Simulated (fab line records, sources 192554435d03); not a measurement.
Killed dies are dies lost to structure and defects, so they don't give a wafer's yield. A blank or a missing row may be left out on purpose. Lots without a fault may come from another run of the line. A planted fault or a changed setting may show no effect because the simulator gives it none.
Which tool did it? | flow n5_finfet | 24 lots, 72 wafers sampled, at 5 steps of a route of 1938

WHAT THE GAUGES READ, wafer by wafer
N5_BEOL_M5_INSPECT_58: inspects for defects (darkfield). Usual: raw_defect_count 70, standard deviation 22.
lot  | measured     | on                | raw_defect_count | flag
L074 | day 8 13:08  | defect_inspect-01 | 91 75 80         |
L075 | day 9 04:35  | defect_inspect-01 | 82 83 81         |
L077 | day 9 07:48  | defect_inspect-02 | 117 55 40        |
L076 | day 9 12:11  | defect_inspect-02 | 109 99 91        |
L078 | day 9 13:32  | defect_inspect-02 | 47 33 84         |
L079 | day 9 22:02  | defect_inspect-01 | 54 66 58         |
L080 | day 10 00:19 | defect_inspect-02 | 48 47 31         |
L082 | day 10 11:58 | defect_inspect-02 | 35 57 43         |
L081 | day 10 12:56 | defect_inspect-02 | 78 67 37         |
L084 | day 10 22:53 | defect_inspect-02 | 32 89 44         |
L083 | day 11 05:50 | defect_inspect-02 | 58 100 58        |
L085 | day 11 14:20 | defect_inspect-02 | 73 70 62         |
L087 | day 12 03:22 | defect_inspect-01 | 59 61 80         |
L088 | day 12 07:56 | defect_inspect-02 | 39 75 58         |
L086 | day 12 10:37 | defect_inspect-02 | 43 58 58         |
L089 | day 12 15:53 | defect_inspect-02 | 104 73 90        |
L092 | day 12 20:51 | defect_inspect-01 | 97 96 67         |
L090 | day 12 21:07 | defect_inspect-01 | 78 126 93        |
L091 | day 13 01:28 | defect_inspect-01 | 62 42 50         |
L093 | day 13 14:10 | defect_inspect-01 | 92 65 45         |
L094 | day 14 05:30 | defect_inspect-01 | 69 82 58         |
L095 | day 14 08:31 | defect_inspect-01 | 74 77 67         |
L096 | day 14 09:20 | defect_inspect-02 | 137 35 68        |
L097 | day 14 13:09 | defect_inspect-01 | 92 70 75         |

N5_BEOL_M7_CD_MEAS_11: target cd 38.5 nm. Usual: cd_nm 38.7 nm, standard deviation 0.52.
lot  | measured     | on        | cd_nm (nm)     | flag
L074 | day 8 22:36  | cd_sem-02 | 38.4 39.1 39.3 |
L075 | day 9 15:58  | cd_sem-02 | 38.5 38.3 38.6 |
L077 | day 9 18:22  | cd_sem-02 | 38.7 38.3 38.0 |
L076 | day 9 20:44  | cd_sem-02 | 39.5 39.2 38.6 |
L078 | day 9 21:02  | cd_sem-03 | 38.5 38.3 39.1 |
L079 | day 10 11:28 | cd_sem-03 | 38.9 39.1 38.4 |
L080 | day 10 11:30 | cd_sem-01 | 38.3 38.6 38.7 |
L082 | day 10 23:19 | cd_sem-02 | 38.1 38.7 38.0 |
L081 | day 10 22:16 | cd_sem-01 | 37.6 38.4 38.7 |
L084 | day 11 08:27 | cd_sem-03 | 39.0 38.9 38.7 |
L083 | day 11 16:05 | cd_sem-01 | 39.7 38.8 39.6 |
L085 | day 12 03:25 | cd_sem-01 | 38.7 38.6 38.6 |
L087 | day 12 20:22 | cd_sem-02 | 37.3 38.1 37.6 |
L088 | day 12 19:02 | cd_sem-02 | 38.3 38.2 38.1 |
L086 | day 12 20:12 | cd_sem-01 | 38.2 38.0 38.2 |
L089 | day 13 01:31 | cd_sem-01 | 37.9 39.3 38.6 |
L092 | day 13 08:02 | cd_sem-03 | 39.7 39.4 39.7 |
L090 | day 13 07:52 | cd_sem-03 | 39.2 39.0 39.1 |
L091 | day 13 13:20 | cd_sem-02 | 39.4 38.8 38.5 |
L093 | day 14 02:22 | cd_sem-02 | 39.8 39.7 39.9 |
L094 | day 14 18:10 | cd_sem-01 | 39.2 39.5 38.6 |
L095 | day 14 17:48 | cd_sem-03 | 38.6 38.5 38.3 |
L096 | day 14 21:04 | cd_sem-01 | 39.0 38.3 39.1 |
L097 | day 14 21:14 | cd_sem-02 | 39.0 38.6 38.9 |

WHICH TOOL RAN EACH LOT (tool, then ch and the chambers of the sampled wafers, then the start)
lot  | N5_BEOL_M5_CO_CAP_78             | N5_BEOL_M6_DESCUM_16               | N5_BEOL_M6_DEP_56
L074 | cvd_co-01 ch 0,2, day 8 12:55    | rie_diel-02 ch 1,2, day 8 14:44    | pecvd-03 ch 0,1, day 8 20:35
L075 | cvd_co-01 ch 0, day 9 04:20      | rie_diel-01 ch 0,2,3, day 9 07:29  | pecvd-03 ch 0,1,2, day 9 13:29
L077 | cvd_co-01 ch 0,2, day 9 07:34    | rie_diel-02 ch 1,2,3, day 9 12:02  | pecvd-02 ch 0,1,2, day 9 17:10
L076 | cvd_co-02 ch 0,2, day 9 11:57    | rie_diel-02 ch 2,3, day 9 13:58    | pecvd-03 ch 0,1,2, day 9 18:38
L078 | cvd_co-02 ch 0,2, day 9 13:17    | rie_diel-06 ch 0,2, day 9 15:52    | pecvd-03 ch 0,2, day 9 19:16
L079 | cvd_co-02 ch 0,1,2, day 9 21:49  | rie_diel-06 ch 1,2, day 10 01:30   | pecvd-02 ch 1,2, day 10 06:34
L080 | cvd_co-01 ch 0,1,2, day 10 00:09 | rie_diel-02 ch 0,1,2, day 10 02:07 | pecvd-03 ch 1,2, day 10 07:26
L082 | cvd_co-02 ch 0,2, day 10 11:44   | rie_diel-06 ch 0,2,3, day 10 14:19 | pecvd-02 ch 0,1,2, day 10 21:43
L081 | cvd_co-02 ch 0,1,2, day 10 12:42 | rie_diel-01 ch 1,2,3, day 10 14:32 | pecvd-02 ch 0,2, day 10 19:47
L084 | cvd_co-02 ch 0,1, day 10 22:41   | rie_diel-06 ch 0,2,3, day 11 02:12 | pecvd-04 ch 0,1, day 11 06:05
L083 | cvd_co-01 ch 1,2, day 11 05:38   | rie_diel-06 ch 2,3, day 11 08:27   | pecvd-04 ch 1,2, day 11 14:25
L085 | cvd_co-01 ch 0,1,2, day 11 14:08 | rie_diel-06 ch 0,1,3, day 11 16:08 | pecvd-02 ch 0,1,2, day 11 22:06
L087 | cvd_co-01 ch 1,2, day 12 03:09   | rie_diel-01 ch 0,3, day 12 08:14   | pecvd-03 ch 0,2, day 12 18:33
L088 | cvd_co-01 ch 0,1,2, day 12 07:43 | rie_diel-01 ch 1,2,3, day 12 09:52 | pecvd-04 ch 0,1, day 12 16:32
L086 | cvd_co-02 ch 0,1,2, day 12 10:24 | rie_diel-02 ch 0,2, day 12 12:07   | pecvd-03 ch 0,1,2, day 12 18:22
L089 | cvd_co-02 ch 0,1, day 12 15:40   | rie_diel-06 ch 1,2,3, day 12 18:41 | pecvd-04 ch 1,2, day 13 00:10
L092 | cvd_co-02 ch 0,2, day 12 20:38   | rie_diel-06 ch 2,3, day 12 23:30   | pecvd-04 ch 0,2, day 13 05:28
L090 | cvd_co-02 ch 0,2, day 12 20:54   | rie_diel-06 ch 0,2,3, day 12 23:45 | pecvd-02 ch 0,2, day 13 05:06
L091 | cvd_co-02 ch 0,1, day 13 01:14   | rie_diel-01 ch 0,2,3, day 13 04:47 | pecvd-03 ch 0,2, day 13 11:27
L093 | cvd_co-02 ch 0,1, day 13 13:58   | rie_diel-06 ch 0,1,2, day 13 16:38 | pecvd-02 ch 0,1,2, day 13 23:03
L094 | cvd_co-01 ch 0,1,2, day 14 05:17 | rie_diel-02 ch 0,1,2, day 14 08:27 | pecvd-02 ch 0,2, day 14 16:33
L095 | cvd_co-02 ch 0,1,2, day 14 08:18 | rie_diel-01 ch 0,1, day 14 10:44   | pecvd-04 ch 0,2, day 14 15:17
L096 | cvd_co-02 ch 0,1, day 14 09:06   | rie_diel-02 ch 1,2,3, day 14 12:49 | pecvd-02 ch 0,1, day 14 17:59
L097 | cvd_co-02 ch 1,2, day 14 12:56   | rie_diel-02 ch 0,1, day 14 15:16   | pecvd-03 ch 0,1,2, day 14 19:07
- N5_BEOL_M5_CO_CAP_78: material Co, precursor CCTBA/H2, target thk 2 nm, time 102.1 s.
- N5_BEOL_M6_DESCUM_16: chemistry O2, time 7.9 s.
- N5_BEOL_M6_DEP_56: deposits SiCN from 3MS/NH3, target thk 10 nm, time 17.5 s.

WHAT THE TOOLS THEMSELVES READ (means of the sampled wafers that have a number; where no wafer has one, the mark that the record gives instead)
N5_BEOL_M5_CO_CAP_78. Usual: heater_power_w 225 W, standard deviation 18.
lot  | tool      | heater_power_w (W) | flag
L074 | cvd_co-01 | 237                |
L075 | cvd_co-01 | 249                |
L077 | cvd_co-01 | 241                |
L076 | cvd_co-02 | 226                |
L078 | cvd_co-02 | 229                |
L079 | cvd_co-02 | 218                |
L080 | cvd_co-01 | 237                |
L082 | cvd_co-02 | 227                |
L081 | cvd_co-02 | 216                |
L084 | cvd_co-02 | 216                |
L083 | cvd_co-01 | 236                |
L085 | cvd_co-01 | 239                |
L087 | cvd_co-01 | 233                |
L088 | cvd_co-01 | 235                |
L086 | cvd_co-02 | 216                |
L089 | cvd_co-02 | 210                |
L092 | cvd_co-02 | 235                |
L090 | cvd_co-02 | 227                |
L091 | cvd_co-02 | 212                |
L093 | cvd_co-02 | 205                |
L094 | cvd_co-01 | 237                |
L095 | cvd_co-02 | 218                |
L096 | cvd_co-02 | 215                |
L097 | cvd_co-02 | 214                |

N5_BEOL_M6_DESCUM_16. Usual: drypump_motor_current_A 5.9 A, standard deviation 0.37; oes_product_au 0.83 a.u., standard deviation 0.076; rf_vpp_V 243.4 V, standard deviation 1.4; showerhead_plenum_p_Torr 2.12 Torr, standard deviation 0.063; throttle_valve_pct 20.48 %, standard deviation 0.23.
lot  | tool        | drypump_motor_current_A (A) | oes_product_au (a.u.) | rf_vpp_V (V) | showerhead_plenum_p_Torr (Torr) | throttle_valve_pct (%) | flag
L074 | rie_diel-02 | 5.7                         | 0.78                  | 244.7        | 2.15                            | 20.55                  |
L075 | rie_diel-01 | 5.7                         | 0.80                  | 245.3        | 2.21                            | 20.56                  |
L077 | rie_diel-02 | 5.7                         | 0.82                  | 243.7        | 2.15                            | 20.36                  |
L076 | rie_diel-02 | 6.0                         | 0.87                  | 244.3        | 2.14                            | 20.13                  |
L078 | rie_diel-06 | 6.0                         | 0.87                  | 241.5        | 2.04                            | 20.50                  |
L079 | rie_diel-06 | 6.2                         | 0.89                  | 242.2        | 2.11                            | 20.56                  |
L080 | rie_diel-02 | 5.9                         | 0.81                  | 244.2        | 2.14                            | 20.39                  |
L082 | rie_diel-06 | 5.8                         | 0.79                  | 242.4        | 2.04                            | 20.55                  |
L081 | rie_diel-01 | 5.8                         | 0.82                  | 244.0        | 2.15                            | 20.56                  |
L084 | rie_diel-06 | 5.8                         | 0.79                  | 242.8        | 2.04                            | 20.56                  |
L083 | rie_diel-06 | 5.6                         | 0.79                  | 242.9        | 2.04                            | 20.44                  |
L085 | rie_diel-06 | 6.0                         | 0.80                  | 241.9        | 2.08                            | 20.71                  |
L087 | rie_diel-01 | 5.8                         | 0.83                  | 245.1        | 2.22                            | 20.52                  |
L088 | rie_diel-01 | 5.8                         | 0.92                  | 244.0        | 2.15                            | 20.46                  |
L086 | rie_diel-02 | 6.1                         | 0.83                  | 243.8        | 2.12                            | 20.18                  |
L089 | rie_diel-06 | 5.8                         | 0.79                  | 242.5        | 2.07                            | 20.60                  |
L092 | rie_diel-06 | 5.6                         | 0.78                  | 241.7        | 2.03                            | 20.46                  |
L090 | rie_diel-06 | 5.8                         | 0.77                  | 241.1        | 2.04                            | 20.59                  |
L091 | rie_diel-01 | 5.7                         | 0.87                  | 244.3        | 2.20                            | 20.50                  |
L093 | rie_diel-06 | 6.1                         | 0.84                  | 242.2        | 2.07                            | 20.58                  |
L094 | rie_diel-02 | 5.9                         | 0.87                  | 243.9        | 2.12                            | 20.34                  |
L095 | rie_diel-01 | 6.0                         | 0.82                  | 244.3        | 2.16                            | 20.43                  |
L096 | rie_diel-02 | 5.7                         | 0.87                  | 244.0        | 2.13                            | 20.33                  |
L097 | rie_diel-02 | 5.8                         | 0.86                  | 243.5        | 2.12                            | 20.39                  |

N5_BEOL_M6_DEP_56. Usual: showerhead_plenum_p_Torr 3.661 Torr, standard deviation 0.0067; throttle_valve_pct 8.9 %, standard deviation 0.44.
lot  | tool     | showerhead_plenum_p_Torr (Torr) | throttle_valve_pct (%) | flag
L074 | pecvd-03 | 3.660                           | 8.8                    |
L075 | pecvd-03 | 3.663                           | 8.9                    |
L077 | pecvd-02 | 3.663                           | 8.8                    |
L076 | pecvd-03 | 3.659                           | 9.0                    |
L078 | pecvd-03 | 3.658                           | 9.1                    |
L079 | pecvd-02 | 3.669                           | 8.7                    |
L080 | pecvd-03 | 3.666                           | 8.7                    |
L082 | pecvd-02 | 3.662                           | 9.0                    |
L081 | pecvd-02 | 3.660                           | 8.9                    |
L084 | pecvd-04 | 3.662                           | 9.1                    |
L083 | pecvd-04 | 3.659                           | 8.7                    |
L085 | pecvd-02 | 3.666                           | 9.0                    |
L087 | pecvd-03 | 3.662                           | 8.6                    |
L088 | pecvd-04 | 3.662                           | 9.1                    |
L086 | pecvd-03 | 3.658                           | 9.0                    |
L089 | pecvd-04 | 3.661                           | 8.9                    |
L092 | pecvd-04 | 3.653                           | 9.1                    |
L090 | pecvd-02 | 3.668                           | 8.9                    |
L091 | pecvd-03 | 3.657                           | 9.3                    |
L093 | pecvd-02 | 3.660                           | 9.1                    |
L094 | pecvd-02 | 3.668                           | 8.6                    |
L095 | pecvd-04 | 3.661                           | 8.8                    |
L096 | pecvd-02 | 3.659                           | 9.2                    |
L097 | pecvd-03 | 3.659                           | 9.0                    |

THE ANSWER, worked out from the rows above alone
Rule: a lot is off if the mean of its wafers that have a number lies more than 3 standard deviations from the usual mean. A lot without any number at a reading at which 4 lots or more have one is off too. The other lots that the step has rows for count as sound. The gauges are gone through in route order, then the tools' own readings, and for those a lot's mean is taken as printed above. The first step at which some lot is off is used, and at that step the reading that is off furthest; a lot without a number counts as furthest.
No lot is off at any reading shown: from this, nothing can be told.

WHAT THE SIMULATOR HAD PUT IN
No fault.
